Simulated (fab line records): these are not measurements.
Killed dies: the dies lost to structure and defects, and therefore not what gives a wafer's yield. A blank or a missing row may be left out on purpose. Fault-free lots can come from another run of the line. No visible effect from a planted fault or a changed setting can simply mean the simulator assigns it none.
fab line records	flow nand_harc
record lots=5	wafers=15	last_day=33
route steps=1302 shown P_ZERO_WELL@68 P_STI@69 END@1302
lots that met no fault: taken from a fault-free run of the same line
start_h: hours from the record's opening day to when the first of the lot's shown wafers began	wait_h: how many hours have passed since the lot's step before this one	" repeats the value in the row above	L1.1+2: several wafers, shown together as one row	- no value, or no start was given	* or withheld: withheld	< > ~ a bound
route shown NAME@n: a module of which the file shows steps, and the number in the route of the first	usual: the fault-free wafers' mean and standard deviation	same: alike in all rows	chamber/n: place in a boat	sites: readings site by site	_std_site: their standard deviation	_edge_site: mean of outer sites minus mean of inner sites	radius_mm: how far each site lies from the wafer's centre	mask NAME#n: copy n	behind: tool/chamber where the wafer was last shaped	hold: why the lot was held/for how many hours/how that ended	device: the transistor (n, p or np) that didn't switch	end of line: the tests these same wafers got at the end of their route	a step with no rows: only its recipe	killed: dies lost to structure and defects at the first sort, not the wafer's yield	map: shows each die of a wafer: x if killed, . if not, _ if none is there
set.NAME: the setting the step ran with; set.NAME@STEP: the setting that earlier step ran with	model.NAME: the simulator's own value behind a step, which no gauge read
lots at selected steps of the route; one table per step, one row per wafer
services: from which hour (start_h, from the record's first day; less than 0 if before it) a tool's chamber was out of use, for how many hours, and why
## steps
# step NHARC_P_ZERO_WELL_INSPECT_43
# usual raw_defect_count=13/6
lot.wafer	tool	chamber	start_h	wait_h	raw_defect_count
L445.1	defect_inspect-01	-	37.54	0.6	30
L445.4	"	-	"	"	20
L445.5	"	-	"	"	14
L454.2	defect_inspect-02	-	127.65	0.5	5
L454.3	"	-	"	"	12
L454.4	"	-	"	"	10
L458.1	defect_inspect-01	-	167.45	0.6	1
L458.4	"	-	"	"	7
L458.6	"	-	"	"	7
L464.2	defect_inspect-01	-	228.11	0.5	28
L464.4	"	-	"	"	11
L464.6	"	-	"	"	18
L465.1	defect_inspect-02	-	237.46	0.6	11
L465.2	"	-	"	"	8
L465.3	"	-	"	"	4
# step NHARC_P_STI_ETCH_26
# recipe target_depth_a=110	chemistry=dHF	material=SiO2
# step NHARC_P_STI_PRECLEAN_27
# recipe time_s=*	temp_c=50	bath_age_min=0	chemistry=SC1
# step NHARC_P_STI_SRD_28
# step NHARC_P_STI_OXIDE_29
# recipe target_thk_a=100	temp_c=900	ox_time_s=1362	material=SiO2
# step NHARC_P_STI_HM_DEP_30
# recipe target_thk_a=800	temp_c=790	pressure_mtorr=300	time_s=873	material=Si3N4
# step NHARC_P_STI_DEHYDRATE_01
# recipe temp_c=150	time_s=120
# step NHARC_P_STI_HMDS_02
# recipe time_s=30
# step NHARC_P_STI_COAT_41
# recipe temp_c=200	time_s=65
# step NHARC_P_STI_COAT_03
# recipe spin_rpm=2000	resist_thk_nm=600
# step NHARC_P_STI_SOFTBAKE_04
# recipe temp_c=125	time_s=70
# step NHARC_P_STI_EBR_05
# step NHARC_P_STI_EXPOSE_06
# recipe na=0.55	target_cd_nm=200	dose_mj=37.69	mask_id=P_STI
lot.wafer	tool	chamber	start_h	wait_h	mask
L445.1+4+5	krf_scanner-02	0	55.47	-	P_STI#0
L454.2+3+4	krf_scanner-03	0	148.28	-	P_STI_R1#0
L458.1+4+6	krf_scanner-02	0	183.69	-	P_STI#0
L464.2+4+6	krf_scanner-04	0	246.13	-	P_STI#0
L465.1+2+3	krf_scanner-03	0	251.97	-	P_STI#0
# step NHARC_P_STI_PEB_07
# recipe peb_temp_c=128	peb_time_s=80
# step NHARC_P_STI_DEVELOP_08
# recipe time_s=50	dev_temp_c=22
# step NHARC_P_STI_CD_MEAS_09
# recipe target_cd_nm=200	landing_energy_ev=500
# usual cd_nm=199.9/1.7
lot.wafer	tool	chamber	start_h	wait_h	cd_nm
L445.1	cd_sem-01	0	55.62	-	198.9
L445.4	"	0	"	"	199.2
L445.5	"	0	"	"	200.9
L454.2	cd_sem-03	0	148.43	-	210.2
L454.3	"	0	"	"	211.4
L454.4	"	0	"	"	212.5
L458.1	cd_sem-01	0	183.84	-	200.0
L458.4	"	0	"	"	199.8
L458.6	"	0	"	"	199.3
L464.2	cd_sem-02	0	246.28	-	200.8
L464.4	"	0	"	"	203.0
L464.6	"	0	"	"	198.1
L465.1	cd_sem-03	0	252.13	-	198.4
L465.2	"	0	"	"	200.2
L465.3	"	0	"	"	198.4
# step NHARC_P_STI_OVL_MEAS_10
# usual overlay_x_nm=0/5.8	overlay_y_nm=0/7
lot.wafer	tool	chamber	start_h	wait_h	overlay_x_nm	overlay_y_nm
L445.1	overlay-02	-	55.70	-	-3	-5
L445.4	"	-	"	"	-3	-5
L445.5	"	-	"	"	-3	-5
L454.2	overlay-02	-	148.52	-	10	-8
L454.3	"	-	"	"	10	-9
L454.4	"	-	"	"	10	-9
L458.1	overlay-02	-	183.92	-	3	-6
L458.4	"	-	"	"	4	-6
L458.6	"	-	"	"	3	-6
L464.2	overlay-01	-	246.37	-	6	21
L464.4	"	-	"	"	6	21
L464.6	"	-	"	"	7	21
L465.1	overlay-01	-	252.21	-	-6	-1
L465.2	"	-	"	"	-6	-2
L465.3	"	-	"	"	-5	-2
# step NHARC_P_STI_INSPECT_11
# usual raw_defect_count=5.4/2.7
lot.wafer	tool	chamber	start_h	wait_h	raw_defect_count
L445.1	defect_inspect-01	-	55.74	0.0	7
L445.4	"	-	"	"	9
L445.5	"	-	"	"	2
L454.2	defect_inspect-02	-	148.55	0.0	6
L454.3	"	-	"	"	5
L454.4	"	-	"	"	6
L458.1	defect_inspect-01	-	183.96	0.0	6
L458.4	"	-	"	"	5
L458.6	"	-	"	"	8
L464.2	defect_inspect-01	-	246.40	0.0	11
L464.4	"	-	"	"	8
L464.6	"	-	"	"	12
L465.1	defect_inspect-02	-	252.25	0.0	4
L465.2	"	-	"	"	4
L465.3	"	-	"	"	2
# step NHARC_P_STI_HARDBAKE_13
# recipe temp_c=118	time_s=65
# step NHARC_P_STI_DESCUM_14
# recipe time_s=3	o2_flow_sccm=200	ar_flow_sccm=0	bias_power_w=0	chemistry=O2
# usual chamber_pressure_mTorr=60.02/0.24	drypump_motor_current_A=5.55/0.3	oes_product_au=1.001/0.0067	rf_vpp_V=57.9/0.83	showerhead_plenum_p_Torr=1.96/0.093	throttle_valve_pct=11.312/0.0093
# same time_s=3
lot.wafer	tool	chamber	start_h	wait_h	chamber_pressure_mTorr	drypump_motor_current_A	oes_product_au	rf_hours_counter_h	rf_vpp_V	showerhead_plenum_p_Torr	throttle_valve_pct	model.P_STI.cd_nm
L445.4	rie_diel-13	1	55.88	-	59.96	6.07	0.996	3	57.6	2.07	11.304	199.8
L445.1	"	2	"	"	60.01	4.96	1.002	2	57.7	1.89	11.313	199.4
L445.5	"	2	"	"	59.92	4.98	1.003	-	57.4	1.89	11.312	201
L454.2	rie_diel-10	1	148.69	-	60.03	5.71	1.003	6	56.8	1.90	11.327	210.8
L454.3	"	2	"	"	60.02	5.57	1.007	6	57.2	2.06	11.308	211.7
L454.4	"	3	"	"	59.96	5.33	1.007	6	56.4	1.85	11.294	213.1
L458.1	rie_diel-10	2	184.10	-	59.95	5.55	1.010	9	58.4	2.05	11.313	199.5
L458.4	"	1	"	"	60.01	5.70	1.003	8	58.0	1.90	11.324	200.3
L458.6	"	3	"	"	59.95	5.31	1.002	-	57.4	1.85	11.308	199.4
L464.4	rie_diel-06	3	246.55	-	59.96	5.82	1.000	7	57.6	1.81	11.329	203.2
L464.2	"	1	"	"	59.97	5.31	1.000	6	57.5	1.81	11.302	201.1
L464.6	"	2	"	"	60.02	5.63	0.996	-	58.0	2.06	11.316	198.9
L465.2	rie_diel-10	3	252.39	-	60.05	5.37	1.015	0	58.5	1.85	11.314	199.7
L465.1	"	0	"	"	59.95	5.63	1.013	0	58.1	2.00	11.299	198.6
L465.3	"	2	"	"	60.00	5.53	0.996	0	57.0	2.05	11.318	197.8
# step NHARC_P_STI_ETCH_42
# recipe target_depth_a=800	overetch_a=240	time_s=61	ion_energy_ev=200	n2_flow_sccm=150	h2_flow_sccm=150	ar_flow_sccm=0	rf_w=400	bias_w=150	chemistry=N2/H2
# usual bias_w=150.0/0.47	chamber_pressure_mTorr=30.00/0.045	drypump_motor_current_A=5.57/0.3	oes_product_au=1.001/0.0071	rf_vpp_V=431.9/2.8	showerhead_plenum_p_Torr=2.09/0.1	throttle_valve_pct=14.171/0.0084
# same time_s=61
lot.wafer	tool	chamber	start_h	wait_h	bias_w	chamber_pressure_mTorr	drypump_motor_current_A	oes_product_au	rf_hours_counter_h	rf_vpp_V	showerhead_plenum_p_Torr	throttle_valve_pct
L445.1	rie_diel-13	3	55.98	0.1	150.1	29.98	5.04	1.003	3	435.2	2.21	14.167
L445.4	"	0	"	"	149.3	30.02	6.05	0.999	3	429.8	2.05	14.181
L445.5	"	1	"	"	150.2	29.99	6.08	0.994	-	435.3	2.21	14.147
L454.4	rie_diel-10	3	148.77	0.1	149.5	29.98	5.33	1.015	6	429.2	1.97	14.172
L454.2	"	0	"	"	150.5	29.97	5.60	1.000	5	433.4	2.14	14.162
L454.3	"	1	"	"	149.9	29.98	5.71	0.993	6	431.0	2.03	14.176
L458.1	rie_diel-10	2	184.18	0.1	150.2	29.95	5.56	1.009	9	434.2	2.19	14.175
L458.4	"	3	"	"	150.2	29.98	5.35	1.000	9	427.7	1.97	14.169
L458.6	"	2	"	"	150.3	30.01	5.57	1.001	-	434.8	2.19	14.160
L464.2	rie_diel-06	3	246.62	0.1	149.0	30.03	5.82	0.995	7	428.3	1.93	14.168
L464.4	"	2	"	"	149.9	30.00	5.63	0.990	6	433.5	2.20	14.180
L464.6	"	0	"	"	149.8	30.02	5.46	1.003	-	433.8	2.19	14.171
L465.3	rie_diel-10	3	252.49	0.1	150.6	30.03	5.32	1.006	0	430.1	1.97	14.169
L465.1	"	0	"	"	150.0	30.01	5.60	1.011	0	433.3	2.14	14.188
L465.2	"	2	"	"	150.6	30.02	5.54	1.009	0	433.4	2.19	14.163
# step NHARC_P_STI_ETCH_31
# recipe target_depth_a=1089	time_s=54.5	cf4_flow_sccm=100	chf3_flow_sccm=30	ar_flow_sccm=0	rf_w=500	bias_w=200	chemistry=CF4/CHF3
# usual bias_w=200.0/0.64	chamber_pressure_mTorr=25.004/0.023	drypump_motor_current_A=5.6/0.3	oes_product_au=0.963/0.019	rf_vpp_V=371.7/2.5	showerhead_plenum_p_Torr=1.61/0.073	throttle_valve_pct=16.803/0.0092
# same time_s=54.5
lot.wafer	tool	chamber	start_h	wait_h	bias_w	chamber_pressure_mTorr	drypump_motor_current_A	oes_product_au	rf_hours_counter_h	rf_vpp_V	showerhead_plenum_p_Torr	throttle_valve_pct
L445.4	rie_diel-13	1	-	-	200.1	25.029	6.0	0.979	3	373.7	1.69	16.794
L445.1	"	2	"	"	200.2	24.984	5.0	0.961	3	369.6	1.56	16.801
L445.5	"	3	"	"	198.7	24.978	5.0	0.992	-	375.3	1.69	16.807
L454.4	rie_diel-10	3	-	-	199.7	25.004	5.3	0.929	6	369.3	1.52	16.805
L454.3	"	0	"	"	199.5	24.974	5.6	0.920	5	373.1	1.64	16.806
L454.2	"	1	"	"	200.7	25.024	5.7	0.927	6	369.4	1.57	16.792
L458.1	rie_diel-10	2	-	-	201.4	24.993	5.5	0.963	9	374.1	1.68	16.802
L458.4	"	0	"	"	199.1	24.983	5.7	0.968	8	372.6	1.64	16.809
L458.6	"	3	"	"	199.7	25.023	5.3	0.962	-	369.2	1.52	16.807
L464.4	rie_diel-06	3	-	-	199.6	25.003	5.9	0.957	7	367.2	1.49	16.803
L464.2	"	0	"	"	199.8	25.021	5.4	0.973	6	373.2	1.68	16.804
L464.6	"	2	"	"	200.3	25.012	5.7	0.949	-	373.7	1.69	16.800
L465.3	rie_diel-10	2	-	-	200.5	25.012	5.6	0.968	0	374.5	1.68	16.804
L465.2	"	3	"	"	200.2	24.980	5.3	0.979	0	368.3	1.52	16.795
L465.1	"	0	"	"	199.7	25.004	5.6	0.971	0	373.8	1.64	16.805
# step NHARC_P_STI_ETCH_15
# recipe target_depth_a=3000	taper_deg=4	time_s=100.1	hbr_flow_sccm=150	cl2_flow_sccm=50	rf_w=400	icp_w=400	bias_w=100	chemistry=HBr/Cl2
# usual bias_w=100.01/0.29	chamber_pressure_mTorr=15.000/0.016	drypump_motor_current_A=5.9/0.39	oes_product_au=1.001/0.0085	throttle_valve_pct=26.405/0.0087
# same time_s=100.1
lot.wafer	tool	chamber	start_h	wait_h	bias_w	chamber_pressure_mTorr	drypump_motor_current_A	oes_product_au	rf_hours_counter_h	throttle_valve_pct	model.P_STI.cd_nm
L445.1	rie_si-03	1	56.16	-	100.21	14.986	5.8	1.010	0.0	26.421	199.3
L445.4	"	3	"	"	99.71	15.011	5.9	1.004	0.0	26.409	200
L445.5	"	1	"	"	99.83	14.987	5.8	1.005	-	26.387	201.1
L454.3	rie_si-01	1	148.96	-	100.20	15.014	6.5	0.992	0.9	26.405	209.8
L454.4	"	2	"	"	99.88	14.983	5.7	0.982	0.8	26.407	211.6
L454.2	"	3	"	"	100.01	15.002	6.4	1.002	0.8	26.421	209.4
L458.4	rie_si-03	2	184.37	-	100.19	15.010	5.7	0.999	0.9	26.413	199.8
L458.1	"	0	"	"	100.64	15.003	5.0	0.999	0.7	26.401	199.4
L458.6	"	3	"	"	100.13	14.985	5.9	1.020	-	26.410	199.4
L464.4	rie_si-03	1	246.83	-	100.38	14.997	5.8	1.003	0.1	26.401	202.8
L464.2	"	3	"	"	99.92	14.994	5.9	0.987	0.1	26.404	200.9
L464.6	"	1	"	"	100.20	15.012	5.8	0.984	-	26.392	198.4
L465.2	rie_si-03	2	252.71	-	99.71	14.992	5.7	0.998	0.2	26.407	199.5
L465.1	"	3	"	"	100.18	14.989	5.9	1.013	0.2	26.404	198.8
L465.3	"	0	"	"	100.39	14.986	5.0	0.993	0.2	26.385	196.7
# step NHARC_P_STI_CD_MEAS_16
# usual cd_nm=199.5/1.9
lot.wafer	tool	chamber	start_h	wait_h	cd_nm
L445.1	cd_sem-03	-	56.32	-	199.3
L445.4	"	-	"	"	200.3
L445.5	"	-	"	"	201.0
L454.2	cd_sem-03	-	149.12	-	209.2
L454.3	"	-	"	"	210.2
L454.4	"	-	"	"	211.5
L458.1	cd_sem-02	-	184.54	-	199.2
L458.4	"	-	"	"	199.6
L458.6	"	-	"	"	199.3
L464.2	cd_sem-02	-	246.98	-	200.9
L464.4	"	-	"	"	203.0
L464.6	"	-	"	"	198.4
L465.1	cd_sem-03	-	252.87	-	198.7
L465.2	"	-	"	"	199.4
L465.3	"	-	"	"	196.8
# step NHARC_P_STI_OCD_MEAS_17
# usual trench_depth_nm=301/3.9	trench_foot_cd_nm=157.8/1.7
lot.wafer	tool	chamber	start_h	wait_h	trench_depth_nm	trench_foot_cd_nm
L445.1	ocd-01	-	56.41	0.1	305	157.0
L445.4	"	-	"	"	306	156.7
L445.5	"	-	"	"	304	158.3
L454.2	ocd-01	-	149.21	0.1	300	168.3
L454.3	"	-	"	"	298	169.6
L454.4	"	-	"	"	294	171.4
L458.1	ocd-02	-	184.62	0.1	298	158.4
L458.4	"	-	"	"	301	157.8
L458.6	"	-	"	"	306	156.9
L464.2	ocd-01	-	247.06	0.1	299	158.9
L464.4	"	-	"	"	299	160.9
L464.6	"	-	"	"	296	157.3
L465.1	ocd-02	-	252.96	0.1	303	155.8
L465.2	"	-	"	"	300	157.6
L465.3	"	-	"	"	296	156.6
# step NHARC_P_STI_STRIP_19
# recipe time_s=900	temp_c=130	chemistry=SPM
# step NHARC_END_SORT_01
# recipe temp_c=25
# usual killed_at_array=59/19	killed_at_other=0.6/0.85	killed_at_periphery=3.8/2.5	killed_dies=64/19	killed_open=3.3/1.8	killed_short=2.2/1.6
# same gross_dies=677
lot.wafer	tool	chamber	start_h	wait_h	killed_at_array	killed_at_other	killed_at_periphery	killed_dies	killed_open	killed_short
L445.1	prober-01	0	565.04	2.5	50	1	2	53	1	5
L445.4	prober-01	0	567.44	3.4	79	2	3	84	2	5
L445.5	prober-01	0	568.24	3.7	68	1	2	71	2	3
L454.2	prober-01	0	682.48	2.8	87	1	6	94	6	4
L454.3	prober-01	0	683.28	3.1	77	4	4	85	0	0
L454.4	prober-01	0	684.08	3.4	73	1	3	77	6	1
L458.1	prober-02	0	707.15	2.5	32	0	8	40	5	1
L458.4	prober-02	0	709.57	3.4	48	2	4	54	4	4
L458.6	prober-02	0	711.19	4.0	37	2	5	44	4	0
L465.1	prober-01	0	772.14	2.5	60	0	3	63	3	3
L465.2	prober-01	0	772.95	2.8	64	0	4	68	3	3
L465.3	prober-01	0	773.76	3.1	66	1	4	71	4	4
L464.2	prober-01	0	781.51	2.8	57	0	7	64	3	3
L464.4	prober-01	0	783.12	3.4	50	0	5	55	0	2
L464.6	prober-01	0	784.72	4.0	59	0	10	69	6	3
# killed by level:class
L445.1 A_CHANNEL_HOLE_D1:chamber_film_flake=18 A_CHANNEL_HOLE_D2:chamber_film_flake=17 A_CONTACT:chamber_film_flake=4 A_CHANNEL_FILL_D1:geometric_particle:short=2 A_STAIRCASE:chamber_film_flake=2 A_SGD_CUT:chamber_film_flake=2 A_WL_FILL:chamber_film_flake=2 A_CHANNEL_HOLE_D2:geometric_particle:open=1
L445.4 A_CHANNEL_HOLE_D1:chamber_film_flake=31 A_CHANNEL_HOLE_D2:chamber_film_flake=22 A_CONTACT:chamber_film_flake=7 A_CHANNEL_FILL_D2:chamber_film_flake=6 A_CHANNEL_FILL_D1:geometric_particle:short=2 A_DECK1_JOINT:chamber_film_flake=2 A_STAIRCASE:chamber_film_flake=2 A_SGD_CUT:chamber_film_flake=2
L445.5 A_CHANNEL_HOLE_D2:chamber_film_flake=24 A_CHANNEL_HOLE_D1:chamber_film_flake=22 A_CONTACT:chamber_film_flake=7 A_DECK1_JOINT:chamber_film_flake=3 A_WL_FILL:chamber_film_flake=3 A_CHANNEL_FILL_D2:chamber_film_flake=2 A_STAIRCASE:chamber_film_flake=2 P_GATE:geometric_particle:open=1
L454.2 A_CHANNEL_HOLE_D1:chamber_film_flake=39 A_SLIT:chamber_film_flake=26 A_STAIRCASE:chamber_film_flake=8 A_CONTACT:chamber_film_flake=4 A_CHANNEL_FILL_D1:geometric_particle:short=3 P_CONTACT:geometric_particle:open=2 P_GATE:chamber_film_flake=2 P_GATE:geometric_particle:open=1
L454.3 A_CHANNEL_HOLE_D1:chamber_film_flake=35 A_SLIT:chamber_film_flake=32 A_STAIRCASE:chamber_film_flake=5 THIN_TSV:chamber_film_flake=4 A_WL_FILL:chamber_film_flake=3 P_GATE:chamber_film_flake=2 P_BONDPAD:chamber_film_flake=2 A_CONTACT:chamber_film_flake=2
L454.4 A_SLIT:chamber_film_flake=28 A_CHANNEL_HOLE_D1:chamber_film_flake=27 A_STAIRCASE:chamber_film_flake=7 A_ONON_D1:geometric_particle:open=2 P_BONDPAD:chamber_film_flake=2 A_CHANNEL_HOLE_D2:chamber_film_flake=2 A_CHANNEL_FILL_D1:geometric_particle:open=1 A_DECK1_JOINT:geometric_particle:open=1
L458.1 A_CHANNEL_HOLE_D2:chamber_film_flake=15 P_M0:chamber_film_flake=6 A_CHANNEL_HOLE_D1:chamber_film_flake=6 A_ONON_D2:geometric_particle:open=2 A_SLIT:chamber_film_flake=2 A_CONTACT:chamber_film_flake=2 P_CONTACT:geometric_particle:open=1 P_M0:geometric_particle:open=1
L458.4 A_CHANNEL_HOLE_D2:chamber_film_flake=18 A_CHANNEL_HOLE_D1:chamber_film_flake=13 A_SLIT:chamber_film_flake=4 P_M0:chamber_film_flake=3 A_CONTACT:chamber_film_flake=3 A_ONON_D2:geometric_particle:short=2 A_CHANNEL_FILL_D1:chamber_film_flake=2 THIN_TSV:chamber_film_flake=2
L458.6 A_CHANNEL_HOLE_D2:chamber_film_flake=22 A_CHANNEL_HOLE_D1:chamber_film_flake=6 P_ZERO_WELL:chamber_film_flake=2 P_M0:chamber_film_flake=2 A_SLIT:chamber_film_flake=2 A_CONTACT:chamber_film_flake=2 THIN_TSV:chamber_film_flake=2 P_GATE:geometric_particle:open=1
L465.1 A_CHANNEL_HOLE_D2:chamber_film_flake=21 A_CONTACT:chamber_film_flake=10 A_CHANNEL_HOLE_D1:chamber_film_flake=9 A_STAIRCASE:chamber_film_flake=7 A_SLIT:chamber_film_flake=4 P_STI:chamber_film_flake=2 A_ONON_D1:geometric_particle:short=1 A_ONON_D2:geometric_particle:short=1
L465.2 A_CHANNEL_HOLE_D2:chamber_film_flake=26 A_STAIRCASE:chamber_film_flake=11 A_CHANNEL_HOLE_D1:chamber_film_flake=8 A_CONTACT:chamber_film_flake=8 A_SLIT:chamber_film_flake=4 P_STI:chamber_film_flake=3 A_M1:geometric_particle:open=2 A_CHANNEL_FILL_D1:geometric_particle:short=1
L465.3 A_CHANNEL_HOLE_D2:chamber_film_flake=25 A_CHANNEL_HOLE_D1:chamber_film_flake=11 A_STAIRCASE:chamber_film_flake=8 A_CONTACT:chamber_film_flake=7 A_SLIT:chamber_film_flake=6 P_STI:chamber_film_flake=3 A_CHANNEL_FILL_D1:geometric_particle:short=1 A_CHANNEL_FILL_D1:geometric_particle:open=1
L464.2 A_SLIT:chamber_film_flake=30 A_CHANNEL_HOLE_D1:chamber_film_flake=11 A_CONTACT:chamber_film_flake=5 P_ZERO_WELL:chamber_film_flake=3 P_M0:geometric_particle:short=2 P_BONDPAD:chamber_film_flake=2 A_STAIRCASE:chamber_film_flake=2 A_CHANNEL_HOLE_D2:chamber_film_flake=2
L464.4 A_SLIT:chamber_film_flake=25 A_CHANNEL_HOLE_D1:chamber_film_flake=10 A_CONTACT:chamber_film_flake=8 A_STAIRCASE:chamber_film_flake=3 A_CHANNEL_FILL_D2:chamber_film_flake=2 P_ZERO_WELL:chamber_film_flake=2 A_ONON_D2:geometric_particle:short=1 A_WL_FILL:geometric_particle:short=1
L464.6 A_SLIT:chamber_film_flake=31 A_CHANNEL_HOLE_D1:chamber_film_flake=11 A_STAIRCASE:chamber_film_flake=5 P_ZERO_WELL:chamber_film_flake=4 A_DECK1_JOINT:geometric_particle:short=2 P_STI:chamber_film_flake=2 A_CHANNEL_FILL_D2:chamber_film_flake=2 A_CONTACT:chamber_film_flake=2
## services
tool	chamber	start_h	hours	kind
rie_si-03	0	37.56	7.1	repair
rie_diel-10	0	41.77	1.4	repair
rie_diel-06	3	43.73	2.8	repair
rie_si-03	-	44.00	9.0	pm
krf_scanner-03	-	52.00	4.0	pm
rie_diel-10	-	58.42	0.7	repair
rie_diel-10	-	65.76	9.0	pm
rie_diel-13	3	91.48	8.4	repair
krf_scanner-02	-	94.00	4.0	pm
krf_scanner-02	-	99.19	0.6	repair
krf_scanner-03	-	104.11	0.3	repair
rie_si-03	0	104.90	11.7	repair
rie_diel-10	0	115.10	10.8	repair
rie_diel-06	-	130.20	9.0	pm
krf_scanner-03	-	140.34	0.6	repair
rie_diel-06	0	163.22	3.2	repair
rie_diel-13	-	165.00	9.0	pm
rie_diel-10	-	168.35	0.1	repair
rie_si-03	2	185.79	3.4	repair
rie_diel-10	-	194.77	0.6	repair
krf_scanner-02	-	207.22	2.4	repair
rie_diel-06	-	219.03	0.6	repair
rie_si-03	-	221.00	9.0	pm
rie_diel-10	-	242.76	9.0	pm
## key
first_sign step=NHARC_P_STI_EXPOSE_06	reading=mask	direction=changed
effect step=NHARC_P_STI_CD_MEAS_09	reading=cd_nm	direction=up	sigmas=6.9	usual=199.9	struck=211.4
effect step=NHARC_P_STI_CD_MEAS_16	reading=cd_nm	direction=up	sigmas=5.6	usual=199.5	struck=210.3
effect step=NHARC_P_STI_OCD_MEAS_17	reading=trench_foot_cd_nm	direction=up	sigmas=7.1	usual=157.8	struck=169.8
model_effect step=NHARC_P_STI_DESCUM_14	value=P_STI.cd_nm	without=199.6	struck=211.8
model_effect step=NHARC_P_STI_ETCH_15	value=P_STI.cd_nm	without=198	struck=210.3
met_at NHARC_P_STI_EXPOSE_06
struck_wafers L454.2,L454.3,L454.4
tester_left_out L454
fault kind=wrong_mask	tool=any	chamber=-	onset_h=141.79	steps=NHARC_P_STI_EXPOSE_06	aux_copy=P_STI_R1#0	cd_offset_nm=12.277	scope=struck_lots_only
# tester_left_out: of these lots the tester's yield and bins aren't shown, on N5 and GAA mostly nor the transistor test; their killed dies are dies lost to structure and defects alone, not to doping, threshold or leakage, so they don't give the yield
